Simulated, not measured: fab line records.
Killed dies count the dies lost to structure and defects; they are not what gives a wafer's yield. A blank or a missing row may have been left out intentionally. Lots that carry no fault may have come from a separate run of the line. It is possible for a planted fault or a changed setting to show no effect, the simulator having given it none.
Which of the tools did it? | flow nandHarc | Sampling: 24 lots, 72 wafers, 6 of 1159 route steps

== WHAT EACH GAUGE READ, for each wafer ==
Not one reading of a measure or inspect step in the record can be checked against a usual standard deviation.

== TOOL THAT RAN EACH LOT (tool first, then ch and the chambers of the sampled wafers, then the start) ==
lot  | NHARC_A_CHANNEL_FILL_D1_CMP_10 | NHARC_A_STAIRCASE_DESCUM_11       | NHARC_A_STAIRCASE_TRIM_14                    | NHARC_A_STAIRCASE_ETCH_21                  | NHARC_A_STAIRCASE_TRIM_202                 | NHARC_A_STAIRCASE_ETCH_203
L074 | cmp-01 ch 1,2, day 10 16:13    | rieDiel-04 ch 0,3, day 10 19:43   | rieDiel-04 ch 0,3, no start                  | rieDiel-01 ch 0,1,2, no start              | rieDiel-01 ch 1,2,3, no start              | rieDiel-01 ch 0,2,3, no start
L077 | cmp-04 ch 1,3, day 11 02:53    | rieDiel-01 ch 0,2,3, day 11 06:28 | rieDiel-01 ch 0,2,3, no start                | rieDiel-01 ch 0,2,3, no start              | rieDiel-08 ch 1,2,3, no start              | rieDiel-08 ch 0,2,3, no start
L075 | cmp-01 ch 0,2,3, day 11 07:07  | rieDiel-01 ch 0,1,3, day 11 10:45 | rieDiel-01 ch 0,1, no start                  | rieDiel-01 ch 0,1,3, no start              | rieDiel-08 ch 0,1,2, no start              | rieDiel-08 ch 0,2,3, no start
L078 | cmp-04 ch 1,2,3, day 11 09:53  | rieDiel-01 ch 0,1, day 11 13:58   | rieDiel-01 ch 0,1,2, no start                | rieDiel-01 ch 0,1,3, no start              | rieDiel-01 ch 0,2, no start                | rieDiel-01 ch 1,2,3, no start
L076 | cmp-03 ch 0,1,3, day 11 09:54  | rieDiel-08 ch 0,2,3, day 11 13:32 | rieDiel-08 ch 0,2,3, no start                | rieDiel-08 ch 0,1,2, no start              | rieDiel-08 ch 0,1,3, no start              | rieDiel-08 ch 0,1,3, no start
L079 | cmp-01 ch 0,2, day 11 18:37    | rieDiel-08 ch 2,3, day 11 22:21   | rieDiel-08 ch 0,3, no start                  | rieDiel-04 ch 0,1, no start                | rieDiel-01 ch 0,1,3, no start              | rieDiel-01 ch 1,3, no start
L080 | cmp-03 ch 0,2,3, day 11 18:37  | rieDiel-01 ch 0,1,3, day 11 22:05 | rieDiel-01 ch 0,2,3, no start                | rieDiel-01 ch 1,2,3, no start              | rieDiel-01 ch 1,2,3, no start              | rieDiel-01 ch 0,1,2, no start
L082 | cmp-04 ch 0,3, day 12 09:28    | rieDiel-04 ch 1,2, day 12 13:12   | rieDiel-04 ch 0,2, no start                  | rieDiel-01 ch 0,3, no start                | rieDiel-08 ch 0,3, no start                | rieDiel-08 ch 1,2,3, no start
L081 | cmp-03 ch 2,3, day 12 09:31    | rieDiel-04 ch 1,2, day 12 14:10   | rieDiel-04 ch 0,2, no start                  | rieDiel-01 ch 2,3, no start                | rieDiel-04 ch 0,1, no start                | rieDiel-04 ch 0,2, no start
L084 | cmp-01 ch 0,1,3, day 12 22:30  | rieDiel-08 ch 0,1,3, day 13 02:19 | rieDiel-08 ch 0,2,3, no start                | rieDiel-08 ch 0,2,3, no start              | rieDiel-01 ch 0,1,3, no start              | rieDiel-01 ch 0,1,2, no start
L083 | cmp-03 ch 1,2,3, day 13 02:36  | rieDiel-08 ch 0,1, day 13 06:11   | rieDiel-08 ch 1,3, no start                  | rieDiel-08 ch 0,1,3, no start              | rieDiel-01 ch 0,3, no start                | rieDiel-01 ch 0,1,2, no start
L087 | cmp-04 ch 1,2,3, day 13 20:25  | rieDiel-01 ch 0,2, day 14 00:04   | rieDiel-01 ch 0,1,3, no start                | rieDiel-01 ch 0,2,3, no start              | rieDiel-04 ch 1,2, no start                | rieDiel-04 ch 1,2,3, no start
L086 | cmp-03 ch 0,1,3, day 14 01:47  | rieDiel-08 ch 0,1,3, day 14 06:59 | rieDiel-08 ch 0,1,2, no start                | rieDiel-04 ch 1,2,3, no start              | rieDiel-04 ch 0,1,2, no start              | rieDiel-04 ch 0,1,3, no start
L088 | cmp-04 ch 0,2, day 14 01:49    | rieDiel-08 ch 0,1,3, day 14 07:28 | rieDiel-08 ch 0,1, no start                  | rieDiel-08 ch 0,2,3, no start              | rieDiel-04 ch 1,3, no start                | rieDiel-04 ch 0,3, no start
L085 | cmp-01 ch 0,2,3, day 14 01:50  | rieDiel-04 ch 0,1, day 14 07:15   | rieDiel-04 ch 0,2, no start                  | rieDiel-08 ch 0,2,3, no start              | rieDiel-01 ch 0,2,3, no start              | rieDiel-01 ch 0,1, no start
L089 | cmp-01 ch 0,2,3, day 14 07:11  | rieDiel-04 ch 0,1,3, day 14 10:51 | rieDiel-04 ch 1,2,3, no start                | rieDiel-08 ch 0,1,2, no start              | rieDiel-04 ch 1,3, no start                | rieDiel-04 ch 0,1,2, no start
L090 | cmp-01 ch 1,3, day 14 15:27    | rieDiel-04 ch 1,2,3, day 14 19:22 | rieDiel-04 ch 0,1,2, no start                | rieDiel-08 ch 0,1,3, no start              | rieDiel-01 ch 0,2,3, no start              | rieDiel-01 ch 1,2, no start
L092 | cmp-04 ch 1,3, day 14 18:40    | rieDiel-01 ch 0,2,3, day 14 22:36 | rieDiel-01 ch 0,1, no start                  | rieDiel-08 ch 0,1,2, no start              | rieDiel-01 ch 0,3, no start                | rieDiel-01 ch 0,1,3, no start
L091 | cmp-01 ch 0,2, day 14 18:40    | rieDiel-01 ch 0,1,3, day 14 22:18 | rieDiel-01 ch 0,1, no start                  | rieDiel-04 ch 0,1,3, no start              | rieDiel-01 ch 0,2,3, no start              | rieDiel-01 ch 2,3, no start
L093 | cmp-01 ch 1,2,3, day 15 10:34  | rieDiel-01 ch 0,1,2, day 15 14:05 | rieDiel-01 ch 0,1,2, no start                | rieDiel-04 ch 1,2,3, no start              | rieDiel-08 ch 0,2, no start                | rieDiel-08 ch 0,3, no start
L094 | cmp-01 ch 0,3, day 15 14:12    | rieDiel-04 ch 0,1,3, day 15 17:35 | rieDiel-04 ch 0,3, no start                  | rieDiel-08 ch 0,2,3, no start              | rieDiel-01 ch 0,3, no start                | rieDiel-01 ch 0,3, no start
L095 | cmp-01 ch 1,2,3, day 15 17:35  | rieDiel-01 ch 0,1,2, day 15 20:48 | rieDiel-01 ch 0,1,2, no start                | rieDiel-01 ch 0,1, no start                | rieDiel-01 ch 1,2,3, no start              | rieDiel-01 ch 0,1,3, no start
L097 | cmp-03 ch 0,2, day 16 09:13    | rieDiel-01 ch 2,3, day 16 12:56   | rieDiel-01 ch 0,2,3, no start                | rieDiel-04 ch 1,2,3, no start              | rieDiel-08 ch 0,2, no start                | rieDiel-08 ch 0,2, no start
L096 | cmp-03 ch 0,1,2, day 16 16:03  | rieDiel-01 ch 0,3, day 16 21:06   | rieDiel-01 ch 0,2,3, day 17 03:32 or earlier | rieDiel-04 ch 2,3, day 17 03:32 or earlier | rieDiel-04 ch 1,2, day 17 03:32 or earlier | rieDiel-01 ch 0,2,3, day 17 03:32
- NHARC_A_CHANNEL_FILL_D1_CMP_10: polishes, target thk 150 nm.
- NHARC_A_STAIRCASE_DESCUM_11: chemistry O2, time 3 s.
- NHARC_A_STAIRCASE_TRIM_14: chemistry O2, time 211.2 s.
- NHARC_A_STAIRCASE_ETCH_21: etches the open film in C4F8/O2, target depth 100 nm, time 40.5 s.
- NHARC_A_STAIRCASE_TRIM_202: chemistry O2, time 211.2 s.
- NHARC_A_STAIRCASE_ETCH_203: etches the open film in C4F8/O2, target depth 100 nm, time 40.5 s.

== WHAT THE TOOLS THEMSELVES READ (means of the sampled wafers that have a number; where no wafer has one, the mark that the record gives instead) ==
NHARC_A_CHANNEL_FILL_D1_CMP_10.
lot  | tool   | motorCurrentA (A) | timeToEndpointS (s)
L074 | cmp-01 | 12.9              | 13.6
L077 | cmp-04 | 12.4              | 18.1
L075 | cmp-01 | 13.1              | 16.1
L078 | cmp-04 | 12.1              | 15.6
L076 | cmp-03 | 11.6              | 18.3
L079 | cmp-01 | 13.6              | 16.9
L080 | cmp-03 | 12.3              | 13.4
L082 | cmp-04 | 11.4              | 13.2
L081 | cmp-03 | 13.6              | 13.2
L084 | cmp-01 | 12.8              | 14.4
L083 | cmp-03 | 12.8              | 15.5
L087 | cmp-04 | 11.4              | 15.1
L086 | cmp-03 | 11.7              | 16.6
L088 | cmp-04 | 12.3              | 14.7
L085 | cmp-01 | 13.1              | 15.8
L089 | cmp-01 | 12.9              | 17.3
L090 | cmp-01 | 11.2              | 14.1
L092 | cmp-04 | 11.4              | 14.7
L091 | cmp-01 | 14.4              | 13.1
L093 | cmp-01 | 11.9              | 13.2
L094 | cmp-01 | 13.2              | 13.4
L095 | cmp-01 | 12.2              | 12.4
L097 | cmp-03 | 11.5              | 15.7
L096 | cmp-03 | 11.4              | 17.0

NHARC_A_STAIRCASE_DESCUM_11.
lot  | tool       | drypumpMotorCurrentA (A) | oesProductAu (a.u.) | rfVppV (V) | showerheadPlenumPTorr (Torr) | throttleValvePct (%)
L074 | rieDiel-04 | 6.2                      | 0.998               | 57.6       | 1.92                         | 11.313
L077 | rieDiel-01 | 5.3                      | 0.996               | 57.1       | 1.99                         | 11.310
L075 | rieDiel-01 | 5.5                      | 0.995               | 57.6       | 1.94                         | 11.315
L078 | rieDiel-01 | 5.7                      | 0.991               | 57.8       | 1.94                         | 11.313
L076 | rieDiel-08 | 5.5                      | 0.989               | 58.7       | 1.88                         | 11.313
L079 | rieDiel-08 | 5.4                      | 1.004               | 58.4       | 1.87                         | 11.306
L080 | rieDiel-01 | 5.5                      | 1.003               | 57.8       | 1.94                         | 11.310
L082 | rieDiel-04 | 5.3                      | 1.001               | 57.8       | 1.90                         | 11.312
L081 | rieDiel-04 | 5.1                      | 0.999               | 58.2       | 1.90                         | 11.322
L084 | rieDiel-08 | 5.9                      | 0.996               | 57.1       | 1.80                         | 11.325
L083 | rieDiel-08 | 6.1                      | 0.994               | 57.0       | 1.80                         | 11.322
L087 | rieDiel-01 | 5.5                      | 0.992               | 57.7       | 1.97                         | 11.304
L086 | rieDiel-08 | 5.9                      | 0.999               | 57.5       | 1.80                         | 11.306
L088 | rieDiel-08 | 5.9                      | 0.991               | 57.1       | 1.80                         | 11.314
L085 | rieDiel-04 | 5.6                      | 1.002               | 56.9       | 1.93                         | 11.303
L089 | rieDiel-04 | 5.8                      | 0.998               | 57.9       | 1.89                         | 11.317
L090 | rieDiel-04 | 5.7                      | 0.997               | 56.9       | 1.87                         | 11.314
L092 | rieDiel-01 | 5.3                      | 0.998               | 57.6       | 1.98                         | 11.309
L091 | rieDiel-01 | 5.5                      | 0.992               | 57.7       | 1.93                         | 11.315
L093 | rieDiel-01 | 5.3                      | 1.000               | 56.9       | 1.91                         | 11.314
L094 | rieDiel-04 | 5.8                      | 1.006               | 58.2       | 1.89                         | 11.306
L095 | rieDiel-01 | 5.4                      | 0.994               | 57.9       | 1.91                         | 11.309
L097 | rieDiel-01 | 5.0                      | 1.004               | 57.7       | 1.95                         | 11.317
L096 | rieDiel-01 | 5.6                      | 0.994               | 57.4       | 1.99                         | 11.306

NHARC_A_STAIRCASE_TRIM_14.
lot  | tool       | drypumpMotorCurrentA (A) | oesProductAu (a.u.) | rfVppV (V) | showerheadPlenumPTorr (Torr) | throttleValvePct (%)
L074 | rieDiel-04 | 6.2                      | 0.990               | 58.2       | 3.54                         | 17.043
L077 | rieDiel-01 | 5.3                      | 0.997               | 58.3       | 3.65                         | 17.033
L075 | rieDiel-01 | 5.6                      | 0.987               | 56.7       | 3.46                         | 17.043
L078 | rieDiel-01 | 5.4                      | 0.995               | 59.0       | 3.54                         | 17.028
L076 | rieDiel-08 | 5.5                      | 0.992               | 56.8       | 3.46                         | 17.046
L079 | rieDiel-08 | 5.8                      | 0.992               | 57.3       | 3.31                         | 17.041
L080 | rieDiel-01 | 5.3                      | 1.001               | 58.1       | 3.64                         | 17.040
L082 | rieDiel-04 | 5.7                      | 1.000               | 57.6       | 3.57                         | 17.034
L081 | rieDiel-04 | 5.6                      | 0.998               | 58.4       | 3.54                         | 17.040
L084 | rieDiel-08 | 5.5                      | 1.000               | 57.6       | 3.46                         | 17.037
L083 | rieDiel-08 | 6.1                      | 0.997               | 57.6       | 3.38                         | 17.046
L087 | rieDiel-01 | 5.5                      | 0.998               | 57.2       | 3.56                         | 17.034
L086 | rieDiel-08 | 5.8                      | 1.006               | 57.7       | 3.50                         | 17.043
L088 | rieDiel-08 | 6.2                      | 0.998               | 57.0       | 3.38                         | 17.035
L085 | rieDiel-04 | 5.6                      | 1.010               | 58.2       | 3.53                         | 17.038
L089 | rieDiel-04 | 5.7                      | 1.006               | 57.6       | 3.45                         | 17.036
L090 | rieDiel-04 | 5.4                      | 0.999               | 58.0       | 3.53                         | 17.037
L092 | rieDiel-01 | 5.7                      | 1.003               | 58.2       | 3.55                         | 17.040
L091 | rieDiel-01 | 5.6                      | 1.003               | 58.5       | 3.44                         | 17.037
L093 | rieDiel-01 | 5.4                      | 0.989               | 57.5       | 3.52                         | 17.029
L094 | rieDiel-04 | 6.4                      | 1.005               | 57.3       | 3.44                         | 17.038
L095 | rieDiel-01 | 5.4                      | 1.003               | 58.9       | 3.52                         | 17.039
L097 | rieDiel-01 | 5.3                      | 0.997               | 58.2       | 3.62                         | 17.037
L096 | rieDiel-01 | 5.3                      | 1.002               | 58.3       | 3.62                         | 17.034

NHARC_A_STAIRCASE_ETCH_21.
lot  | tool       | oesProductAu (a.u.) | rfFwdPowerW (W) | rfVppV (V)
L074 | rieDiel-01 | 0.966               | 593.3           | 897
L077 | rieDiel-01 | 0.930               | 594.1           | 900
L075 | rieDiel-01 | 0.944               | 594.0           | 897
L078 | rieDiel-01 | 0.948               | 595.8           | 898
L076 | rieDiel-08 | 0.942               | 592.5           | 895
L079 | rieDiel-04 | 0.953               | 593.8           | 896
L080 | rieDiel-01 | 0.945               | 594.5           | 897
L082 | rieDiel-01 | 0.958               | 595.2           | 901
L081 | rieDiel-01 | 0.954               | 595.6           | 900
L084 | rieDiel-08 | 0.948               | 593.0           | 893
L083 | rieDiel-08 | 0.940               | 592.5           | 889
L087 | rieDiel-01 | 0.947               | 592.9           | 900
L086 | rieDiel-04 | 0.967               | 592.9           | 893
L088 | rieDiel-08 | 0.932               | 591.2           | 893
L085 | rieDiel-08 | 0.940               | 594.1           | 893
L089 | rieDiel-08 | 0.932               | 594.0           | 895
L090 | rieDiel-08 | 0.961               | 592.5           | 888
L092 | rieDiel-08 | 0.936               | 594.5           | 895
L091 | rieDiel-04 | 0.959               | 592.0           | 894
L093 | rieDiel-04 | 0.974               | 590.6           | 893
L094 | rieDiel-08 | 0.966               | 592.3           | 893
L095 | rieDiel-01 | 0.944               | 592.8           | 893
L097 | rieDiel-04 | 0.970               | 592.8           | 893
L096 | rieDiel-04 | 0.948               | 587.7           | 891

NHARC_A_STAIRCASE_TRIM_202.
lot  | tool       | drypumpMotorCurrentA (A) | oesProductAu (a.u.) | rfVppV (V) | showerheadPlenumPTorr (Torr) | throttleValvePct (%)
L074 | rieDiel-01 | 5.2                      | 0.993               | 58.2       | 3.54                         | 17.039
L077 | rieDiel-08 | 5.7                      | 0.998               | 57.5       | 3.51                         | 17.048
L075 | rieDiel-08 | 5.8                      | 1.000               | 58.5       | 3.51                         | 17.035
L078 | rieDiel-01 | 5.5                      | 0.989               | 57.7       | 3.64                         | 17.027
L076 | rieDiel-08 | 5.9                      | 0.998               | 57.9       | 3.35                         | 17.038
L079 | rieDiel-01 | 5.5                      | 0.997               | 57.8       | 3.56                         | 17.032
L080 | rieDiel-01 | 5.2                      | 0.990               | 57.6       | 3.53                         | 17.046
L082 | rieDiel-08 | 5.8                      | 0.999               | 57.2       | 3.31                         | 17.030
L081 | rieDiel-04 | 5.6                      | 0.999               | 57.7       | 3.57                         | 17.038
L084 | rieDiel-01 | 5.5                      | 0.995               | 58.1       | 3.56                         | 17.032
L083 | rieDiel-01 | 5.6                      | 0.988               | 57.4       | 3.67                         | 17.049
L087 | rieDiel-04 | 5.3                      | 0.995               | 58.4       | 3.49                         | 17.044
L086 | rieDiel-04 | 5.5                      | 0.994               | 58.5       | 3.53                         | 17.034
L088 | rieDiel-04 | 5.6                      | 1.002               | 58.0       | 3.45                         | 17.033
L085 | rieDiel-01 | 5.2                      | 1.003               | 57.5       | 3.63                         | 17.037
L089 | rieDiel-04 | 6.1                      | 1.000               | 57.0       | 3.42                         | 17.030
L090 | rieDiel-01 | 5.3                      | 0.989               | 57.9       | 3.63                         | 17.043
L092 | rieDiel-01 | 5.6                      | 0.994               | 58.0       | 3.66                         | 17.041
L091 | rieDiel-01 | 5.3                      | 1.000               | 58.1       | 3.63                         | 17.042
L093 | rieDiel-08 | 5.4                      | 1.008               | 57.6       | 3.60                         | 17.030
L094 | rieDiel-01 | 5.4                      | 1.003               | 57.6       | 3.67                         | 17.038
L095 | rieDiel-01 | 5.2                      | 1.000               | 57.7       | 3.52                         | 17.034
L097 | rieDiel-08 | 5.7                      | 1.006               | 57.7       | 3.44                         | 17.038
L096 | rieDiel-04 | 5.1                      | 0.996               | 57.1       | 3.48                         | 17.030

NHARC_A_STAIRCASE_ETCH_203.
lot  | tool       | oesProductAu (a.u.) | rfFwdPowerW (W) | rfVppV (V)
L074 | rieDiel-01 | 0.940               | 594.6           | 901
L077 | rieDiel-08 | 0.942               | 592.1           | 893
L075 | rieDiel-08 | 0.954               | 593.6           | 894
L078 | rieDiel-01 | 0.944               | 593.2           | 896
L076 | rieDiel-08 | 0.941               | 592.1           | 889
L079 | rieDiel-01 | 0.930               | 596.0           | 898
L080 | rieDiel-01 | 0.930               | 594.7           | 896
L082 | rieDiel-08 | 0.949               | 594.0           | 894
L081 | rieDiel-04 | 0.945               | 586.4           | 897
L084 | rieDiel-01 | 0.930               | 594.5           | 896
L083 | rieDiel-01 | 0.934               | 591.3           | 896
L087 | rieDiel-04 | 0.943               | 590.0           | 893
L086 | rieDiel-04 | 0.933               | 591.6           | 895
L088 | rieDiel-04 | 0.952               | 590.5           | 892
L085 | rieDiel-01 | 0.940               | 591.7           | 892
L089 | rieDiel-04 | 0.949               | 590.3           | 895
L090 | rieDiel-01 | 0.939               | 592.0           | 894
L092 | rieDiel-01 | 0.938               | 594.0           | 898
L091 | rieDiel-01 | 0.937               | 593.9           | 898
L093 | rieDiel-08 | 0.940               | 589.0           | 887
L094 | rieDiel-01 | 0.933               | 594.2           | 901
L095 | rieDiel-01 | 0.946               | 596.0           | 897
L097 | rieDiel-08 | 0.944               | 591.0           | 892
L096 | rieDiel-01 | 0.937               | 592.9           | 899

== THE ANSWER, worked out from the rows above alone ==
Rule: usual is defined by the lots themselves. Put in order of their means at a reading, lots are off if they are a third of the lots or fewer, leave a main group of 4 or more, and stand apart from it by a gap of 3 or more times the standard deviation of the main group's means; of several such gaps the widest counts. A main group is skipped when, at the precision printed for the reading in the tables above, its means are all equal. A lot without any number at a reading at which 4 lots or more have one is off too. Where the step has rows for the other lots, those lots are counted as sound. First the gauges in route order, then the tools' own readings, where a lot's mean is used as printed above. The first step at which some lot is off is used, and at that step the reading that is off furthest; a lot without a number counts as furthest.
None of the lots is off at any reading shown; this tells nothing.

== WHAT HAD BEEN PUT IN BY THE SIMULATOR ==
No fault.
